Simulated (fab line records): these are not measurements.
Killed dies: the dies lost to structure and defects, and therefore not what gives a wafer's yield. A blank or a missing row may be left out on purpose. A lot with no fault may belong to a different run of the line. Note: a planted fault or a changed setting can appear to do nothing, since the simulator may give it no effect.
2 desks, one fault ; flow n5_finfet ; what lay behind the numbers comes last; until then each desk has only its own

THE DEFECT DESK
Counts from the inspections along the route, per lot, as means over the sampled wafers that have a number. The brackets show how far a lot's mean lies from the usual mean; more than 4 standard deviations puts the lot out of limits, marked OUT.
Columns: A = raw_defect_count at N5_BEOL_M7_INSPECT_58, usual 68; B = raw_defect_count at N5_BEOL_M8_INSPECT_13, usual 407
lot;first seen here;A;B
L822;day 9 02:33;83;451
L824;day 10 00:07;36;324
L825;day 10 00:23;69;626
L830;day 11 05:31;54;442
L833;day 12 02:36;76;390
L834;day 12 11:25;970 (+41) OUT;1440 (+10) OUT
L835;day 12 23:07;517 (+20) OUT;828 (+4.2) OUT
L841;day 13 17:09;52;353
L844;day 15 01:49;70;486
L845;day 15 09:58;69;408
This desk finds L834, L835 out of limits, L834 being first, at day 12 11:25 (raw_defect_count at N5_BEOL_M7_INSPECT_58). Within limits: L822, L824, L825, L830, L833, L841, L844, L845.

AT THE TOOL OWNER'S DESK: cmp-03
The tool's own readings at N5_BEOL_M7_CMP_52 (polishes, stops on SiCOH lowk, t overpolish 6.9 s, target thk 80 nm): means of the sampled wafers that have a number, for each lot that ran on this tool. The brackets show how far a lot's mean lies from the usual mean; more than 4 standard deviations puts the lot out of limits, marked OUT.
Columns: A = barrier_field_endpoint_s at N5_BEOL_M7_CMP_52, usual 28.9 s; B = motor_current_A at N5_BEOL_M7_CMP_52, usual 6.3 A; C = overpolish_run_s at N5_BEOL_M7_CMP_52, usual 6.900 s; D = slurry_flow_ml_min at N5_BEOL_M7_CMP_52, usual 150.0; E = time_to_endpoint_s at N5_BEOL_M7_CMP_52, usual 61.9 s
lot;first seen here;A;B;C;D;E
L830;day 11 05:08;29.5;6.3;6.907;150.4;63.3
L834;day 12 10:58;28.7;6.8;6.904;149.9;64.4
L835;day 12 22:40;28.8;6.4;6.900;150.6;59.9
Result from this desk: across the 3 lots, nothing is out of limits.

BROUGHT TOGETHER
The defect desk could have raised an alarm at day 12 11:25, on L834, L835.
The desk of the tool owner found nothing out of limits.
Tool owner's desk: L834, L835 on record, inside its limits.
On cmp-03, each named lot ran N5_BEOL_M7_CMP_52.

WHAT WAS PUT IN BY THE SIMULATOR
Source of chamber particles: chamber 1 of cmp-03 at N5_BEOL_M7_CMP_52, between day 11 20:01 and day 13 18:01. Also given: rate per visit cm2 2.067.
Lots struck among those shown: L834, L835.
Hours from the fault's start to each desk's first reading out of limits: the defect desk, 15.
